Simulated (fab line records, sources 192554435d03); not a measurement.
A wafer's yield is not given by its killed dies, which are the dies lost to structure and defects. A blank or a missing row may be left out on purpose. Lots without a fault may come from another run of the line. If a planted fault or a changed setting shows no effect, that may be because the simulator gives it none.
fab line records + flow n5Finfet + part 2 of 2: steps 19 to 24 of 24
record
- lots=5
- wafers=15
- lastDay=17
route steps=1938 shown HKMG_FIN@421
lots that met no fault: from a run of the same line without faults
startH: hours from the record's opening day to when the first of the lot's shown wafers began + waitH: time in hours since the lot's previous step + " the same as in the row above + L1.1+2: several wafers, shown together as one row + - no value, or no start was given + * or withheld: withheld + < > ~ a bound
route shown NAME@n: names a module that has steps shown in the file, with the first one's number in the route + usual: mean and standard deviation over wafers with no fault + same: alike in all rows + chamber/n: place in a boat + sites: per-site readings + _std_site: standard deviation across them + _edge_site: inner sites' mean taken away from outer sites' mean + radiusMm: how far each site lies from the wafer's centre + mask NAME#n: copy n + behind: the tool/chamber that last shaped the wafer + hold: why the lot was held/for how many hours/how that ended + device: which transistor (n, p or np) failed to switch + end of line: at the end of the route, the tests of the same wafers + for a step that has no rows: nothing shown but its recipe + killed: at the first sort, the dies lost to defects and structure; wafer yield is something else + map: per-die view of a wafer (x killed, . not killed, _ where there is no die)
set.NAME: the setting that was run; set.NAME@STEP: the one run at that earlier step + model.NAME: the simulator's own value behind a step, which no gauge read
a table for each step, a row for each wafer; lots at some steps of the route
services: from which hour (startH, from the record's first day; less than 0 if before it) a tool's chamber was out of use, for how many hours, and why
## steps
# step N5_HKMG_FIN_STRIP_92
# recipe
- chemistry=N2/H2
- material=SOC
- timeS=20
- powerW=500
- tempC=40
- pressureMtorr=50
- rfFrequencyHz=6e+07
- biasPowerW=8
- h2Frac=0.5
- n2FlowSccm=300
- h2FlowSccm=300
# usual
- drypumpMotorCurrentA=5.7/0.34
- n2FlowSccm=300.0/0.85
- oesProductAu=0.79/0.099
- rfVppV=54.2/0.89
- showerheadPlenumPTorr=3.36/0.11
- throttleValvePct=19.0/0.31
| lot.wafer | tool       | chamber | startH | waitH | drypumpMotorCurrentA | n2FlowSccm | oesProductAu | rfHoursCounterH | rfVppV | showerheadPlenumPTorr | throttleValvePct |
|-----------|------------|---------|--------|-------|----------------------|------------|--------------|-----------------|--------|-----------------------|------------------|
| L076.1    | rieDiel-01 | 2       | 90.77  | 0.1   | 5.7                  | 298.8      | 0.92         | 17              | 53.7   | 3.30                  | 18.8             |
| L076.3    | "          | 0       | "      | "     | 5.2                  | 298.7      | 0.67         | 240             | 54.1   | 3.31                  | 19.3             |
| L076.6    | "          | 3       | "      | "     | 6.4                  | 299.9      | 0.69         | -               | 54.7   | 3.31                  | 18.9             |
| L077.1    | rieDiel-01 | 1       | 96.13  | 0.1   | 5.6                  | 298.8      | 0.71         | 192             | 52.4   | 3.33                  | 19.2             |
| L077.3    | "          | 0       | "      | "     | 5.2                  | 300.5      | 0.66         | 243             | 53.3   | 3.31                  | 19.4             |
| L077.6    | "          | 0       | "      | "     | 5.2                  | 299.8      | 0.66         | -               | 54.3   | 3.31                  | 19.4             |
| L083.2    | rieDiel-01 | 2       | 130.28 | 0.1   | 5.7                  | 300.6      | 0.90         | 32              | 55.2   | 3.29                  | 18.8             |
| L083.4    | "          | 2       | "      | "     | 5.7                  | 301.3      | 0.91         | -               | 54.1   | 3.29                  | 18.8             |
| L083.5    | "          | 1       | "      | "     | 5.5                  | 300.4      | 0.71         | -               | 53.3   | 3.33                  | 19.2             |
| L090.3    | rieDiel-02 | 3       | 171.40 | 0.1   | 5.2                  | 299.9      | 0.74         | 183             | 53.4   | 3.48                  | 18.8             |
| L090.5    | "          | 1       | "      | "     | 5.9                  | 299.2      | 0.91         | -               | 54.1   | 3.30                  | 18.9             |
| L090.6    | "          | 0       | "      | "     | 5.9                  | 301.7      | 0.72         | -               | 56.4   | 3.47                  | 19.0             |
| L093.2    | rieDiel-01 | 2       | 190.50 | 0.1   | 5.8                  | 299.9      | 0.86         | 59              | 54.2   | 3.27                  | 18.8             |
| L093.4    | "          | 0       | "      | "     | 5.1                  | 300.7      | 1.00         | 1               | 53.0   | 3.30                  | 19.0             |
| L093.5    | "          | 0       | "      | "     | 5.2                  | 300.0      | 1.00         | -               | 55.4   | 3.30                  | 19.0             |
# step N5_HKMG_FIN_WET_ETCH_18
# recipe
- chemistry=SC1
- target=TiN
- mix=1:1:5
- tempC=*
- timeS=55
- targetDepthNm=5.2
- dry=ipaMarangoni
- rinseTimeS=30
- rinseTempC=23
| lot.wafer  | tool        | chamber | startH | waitH |
|------------|-------------|---------|--------|-------|
| L076.1+3+6 | wetBench-05 | 1,0,5   | 90.86  | 0.1   |
| L077.1+3+6 | wetBench-05 | 4,3,7   | 96.21  | 0.1   |
| L083.2+4+5 | wetBench-03 | 6,2,1   | 130.36 | 0.1   |
| L090.3+5+6 | wetBench-03 | 3,5,4   | 171.48 | 0.1   |
| L093.2+4+5 | wetBench-03 | 6,4,0   | 190.58 | 0.1   |
# step N5_HKMG_FIN_STRIP_19
# recipe
- chemistry=N2/H2
- powerW=2500
- tempC=300
- h2Frac=0.65
- timeS=360
- pressureMtorr=withheld
- n2FlowSccm=1750
- h2FlowSccm=3250
# usual
- drypumpMotorCurrentA=5.8/0.45
- heaterPowerW=466/49
- n2FlowSccm=1749/5.4
| lot.wafer | tool           | chamber | startH | waitH | drypumpMotorCurrentA | heaterPowerW | n2FlowSccm | rfHoursCounterH |
|-----------|----------------|---------|--------|-------|----------------------|--------------|------------|-----------------|
| L076.1    | plasmaAsher-01 | 0       | 90.92  | 0.0   | 5.4                  | 543          | 1746       | 40              |
| L076.3    | "              | 1       | "      | "     | 6.4                  | 463          | 1747       | -               |
| L076.6    | "              | 0       | "      | "     | 5.3                  | 566          | 1743       | -               |
| L077.1    | plasmaAsher-01 | 0       | 96.27  | 0.0   | 5.3                  | 550          | 1756       | 41              |
| L077.3    | "              | 0       | "      | "     | 5.3                  | 556          | 1750       | -               |
| L077.6    | "              | 1       | "      | "     | 6.4                  | 458          | 1757       | -               |
| L083.2    | plasmaAsher-02 | 0       | 130.42 | 0.0   | 6.2                  | 437          | 1745       | 92              |
| L083.4    | "              | 1       | "      | "     | 5.4                  | 450          | 1750       | -               |
| L083.5    | "              | 0       | "      | "     | 6.2                  | 431          | 1744       | -               |
| L090.3    | plasmaAsher-02 | 1       | 171.66 | 0.1   | 5.4                  | 454          | 1741       | -               |
| L090.5    | "              | 1       | "      | "     | 5.4                  | 446          | 1752       | -               |
| L090.6    | "              | 0       | "      | "     | 6.2                  | 409          | 1745       | -               |
| L093.2    | plasmaAsher-02 | 1       | 190.64 | 0.0   | 5.4                  | 455          | 1743       | 104             |
| L093.4    | "              | 1       | "      | "     | 5.4                  | 457          | 1749       | -               |
| L093.5    | "              | 0       | "      | "     | 6.2                  | 423          | 1752       | -               |
# step N5_HKMG_FIN_ALD_91
# recipe
- material=TiN
- targetThkA=10
- tempC=400
- aldPrecursorFamily=TiCl4
- aldCoReactant=NH3
- pulseTimeS=1
- purgeTimeS=3
- coReactantPurgeTimeS=2
- coReactantPulseTimeS=2
- aldCycles=47
- pressureTorr=3
# usual
- heaterPowerW=935/120
- precursorPulseHeightRel=1.000/0.02
| lot.wafer | tool        | chamber | startH | waitH | heaterPowerW | precursorPulseHeightRel | sinceWetCleanH |
|-----------|-------------|---------|--------|-------|--------------|-------------------------|----------------|
| L076.1    | aldMetal-01 | 2       | 91.30  | 0.3   | 901          | 1.034                   | 4370           |
| L076.3    | "           | 1       | "      | "     | 817          | 0.954                   | 4370           |
| L076.6    | "           | 3       | "      | "     | 967          | 0.974                   | -              |
| L077.1    | aldMetal-02 | 2       | 96.66  | 0.3   | 1112         | 0.967                   | 1298           |
| L077.3    | "           | 1       | "      | "     | 856          | 1.019                   | 1298           |
| L077.6    | "           | 3       | "      | "     | 1153         | 0.981                   | -              |
| L083.2    | aldMetal-04 | 3       | 130.81 | 0.3   | 896          | 1.009                   | 5948           |
| L083.4    | "           | 2       | "      | "     | 745          | 1.001                   | 5948           |
| L083.5    | "           | 3       | "      | "     | 907          | 0.982                   | -              |
| L090.3    | aldMetal-02 | 2       | 171.93 | 0.1   | 1127         | 0.983                   | 1373           |
| L090.5    | "           | 1       | "      | "     | 869          | 1.005                   | -              |
| L090.6    | "           | 2       | "      | "     | 1085         | 0.992                   | -              |
| L093.2    | aldMetal-02 | 1       | 191.03 | 0.3   | 874          | 1.011                   | 1392           |
| L093.4    | "           | 3       | "      | "     | 1170         | 0.999                   | 1392           |
| L093.5    | "           | 1       | "      | "     | 868          | 1.017                   | -              |
# step N5_HKMG_FIN_COAT_85
# recipe
- resist=SOC
- tempC=250
- timeS=60
- spinRpm=1500
- resistThkNm=300
# usual
- dispensePressureKPa=48.8/0.51
- heaterPowerTotalW=500.7/1.7
- resistLineTempC=22.99/0.11
| lot.wafer | tool          | chamber | startH | waitH | dispensePressureKPa | heaterPowerTotalW | resistLineTempC |
|-----------|---------------|---------|--------|-------|---------------------|-------------------|-----------------|
| L076.1    | lithoTrack-05 | 0       | 91.58  | 0.2   | 48.0                | 502.0             | 22.86           |
| L076.3    | "             | 0       | "      | "     | 48.0                | 498.9             | 22.98           |
| L076.6    | "             | 0       | "      | "     | 48.0                | 500.8             | 22.86           |
| L077.1    | lithoTrack-01 | 0       | 96.93  | 0.2   | 49.0                | 498.1             | 23.06           |
| L077.3    | "             | 0       | "      | "     | 49.0                | 497.6             | 23.00           |
| L077.6    | "             | 0       | "      | "     | 49.0                | 502.2             | 22.92           |
| L083.2    | lithoTrack-05 | 0       | 131.08 | 0.2   | 48.0                | 502.7             | 22.84           |
| L083.4    | "             | 0       | "      | "     | 48.0                | 501.3             | 22.86           |
| L083.5    | "             | 0       | "      | "     | 48.0                | 502.7             | 22.85           |
| L090.3    | lithoTrack-05 | 0       | 172.21 | 0.2   | 48.1                | 501.2             | 23.10           |
| L090.5    | "             | 0       | "      | "     | 48.1                | 502.3             | 22.98           |
| L090.6    | "             | 0       | "      | "     | 48.0                | 497.3             | 22.93           |
| L093.2    | lithoTrack-01 | 0       | 191.31 | 0.2   | 49.1                | 499.8             | 22.99           |
| L093.4    | "             | 0       | "      | "     | 49.0                | 498.8             | 23.04           |
| L093.5    | "             | 0       | "      | "     | 49.0                | 498.8             | 22.94           |
# step N5_HKMG_FIN_ETCH_86
# recipe
- chemistry=N2/H2
- target=SOC
- targetDepthA=3932
- stopOn=TiN
- ionEnergyEv=100
- biasW=61
- pressureMtorr=30
- sourceW=850
- n2FlowSccm=200
- h2FlowSccm=200
# usual
- drypumpMotorCurrentA=5.7/0.36
- n2FlowSccm=200.0/0.6
- oesProductAu=0.80/0.1
- rfVppV=240.5/1.3
- showerheadPlenumPTorr=2.53/0.082
- throttleValvePct=17.74/0.24
| lot.wafer | tool       | chamber | startH | waitH | drypumpMotorCurrentA | n2FlowSccm | oesProductAu | rfHoursCounterH | rfVppV | showerheadPlenumPTorr | throttleValvePct |
|-----------|------------|---------|--------|-------|----------------------|------------|--------------|-----------------|--------|-----------------------|------------------|
| L076.1    | rieDiel-01 | 3       | 91.64  | -     | 6.4                  | 200.0      | 0.69         | 243             | 240.3  | 2.50                  | 17.88            |
| L076.3    | "          | 0       | "      | "     | 5.2                  | 198.9      | 0.66         | 241             | 239.5  | 2.50                  | 18.09            |
| L076.6    | "          | 0       | "      | "     | 5.1                  | 199.5      | 0.65         | -               | 239.7  | 2.50                  | 18.07            |
| L077.1    | rieDiel-06 | 1       | 97.00  | -     | 5.6                  | 199.8      | 0.75         | 149             | 241.0  | 2.54                  | 17.58            |
| L077.3    | "          | 2       | "      | "     | 5.7                  | 200.5      | 0.67         | 254             | 240.5  | 2.50                  | 17.96            |
| L077.6    | "          | 3       | "      | "     | 6.2                  | 200.6      | 0.71         | -               | 239.0  | 2.43                  | 18.01            |
| L083.2    | rieDiel-06 | 3       | 131.14 | -     | 6.2                  | 200.5      | 0.70         | 214             | 239.0  | 2.42                  | 18.04            |
| L083.4    | "          | 1       | "      | "     | 5.6                  | 200.4      | 0.74         | -               | 240.4  | 2.53                  | 17.61            |
| L083.5    | "          | 0       | "      | "     | 5.3                  | 200.6      | 0.84         | -               | 242.5  | 2.71                  | 17.69            |
| L090.3    | rieDiel-02 | 0       | 172.29 | -     | 5.9                  | 200.3      | 0.71         | 174             | 242.7  | 2.63                  | 17.61            |
| L090.5    | "          | 3       | "      | "     | 5.2                  | 200.7      | 0.73         | -               | 241.6  | 2.64                  | 17.68            |
| L090.6    | "          | 2       | "      | "     | 5.7                  | 199.3      | 0.87         | -               | 241.3  | 2.49                  | 17.60            |
| L093.2    | rieDiel-01 | 2       | 191.40 | -     | 5.7                  | 200.3      | 0.85         | 60              | 239.5  | 2.47                  | 17.42            |
| L093.4    | "          | 0       | "      | "     | 5.2                  | 200.6      | 0.99         | 2               | 239.4  | 2.49                  | 17.64            |
| L093.5    | "          | 0       | "      | "     | 5.2                  | 201.1      | 0.98         | -               | 238.4  | 2.49                  | 17.64            |
## services
| tool           | chamber | startH | hours | kind   |
|----------------|---------|--------|-------|--------|
| arfiScanner-01 | -       | 71.81  | 1.3   | pm     |
| arfiScanner-03 | -       | 76.69  | 4.9   | pm     |
| arfiScanner-02 | -       | 77.01  | 0.8   | pm     |
| arfiScanner-01 | -       | 90.61  | 8.0   | pm     |
| arfiScanner-02 | -       | 91.52  | 1.2   | repair |
| arfiScanner-03 | -       | 99.76  | 1.3   | pm     |
| arfiScanner-02 | -       | 107.74 | 1.0   | pm     |
| rieDiel-06     | 2       | 112.37 | 4.9   | repair |
| aldMetal-02    | -       | 113.13 | 2.8   | pm     |
| arfiScanner-01 | -       | 113.50 | 3.9   | pm     |
| aldMetal-04    | 3       | 119.15 | 3.5   | repair |
| rieDiel-01     | 0       | 119.86 | 2.2   | repair |
| plasmaAsher-02 | -       | 120.39 | 0.9   | repair |
| arfiScanner-01 | -       | 124.34 | 1.0   | pm     |
| aldMetal-01    | 3       | 130.16 | 13.0  | repair |
| aldMetal-02    | -       | 144.38 | 0.7   | repair |
| aldMetal-02    | 2       | 156.52 | 9.5   | repair |
| rieDiel-06     | 1       | 164.44 | 9.9   | repair |
| aldMetal-01    | -       | 168.85 | 0.6   | repair |
| rieDiel-01     | 3       | 177.60 | 5.2   | repair |
| aldMetal-01    | 2       | 178.30 | 7.8   | repair |
| aldMetal-04    | 2       | 180.31 | 24.7  | repair |
| rieDiel-06     | 1       | 183.55 | 8.8   | repair |
| arfiScanner-01 | -       | 187.90 | 0.2   | repair |
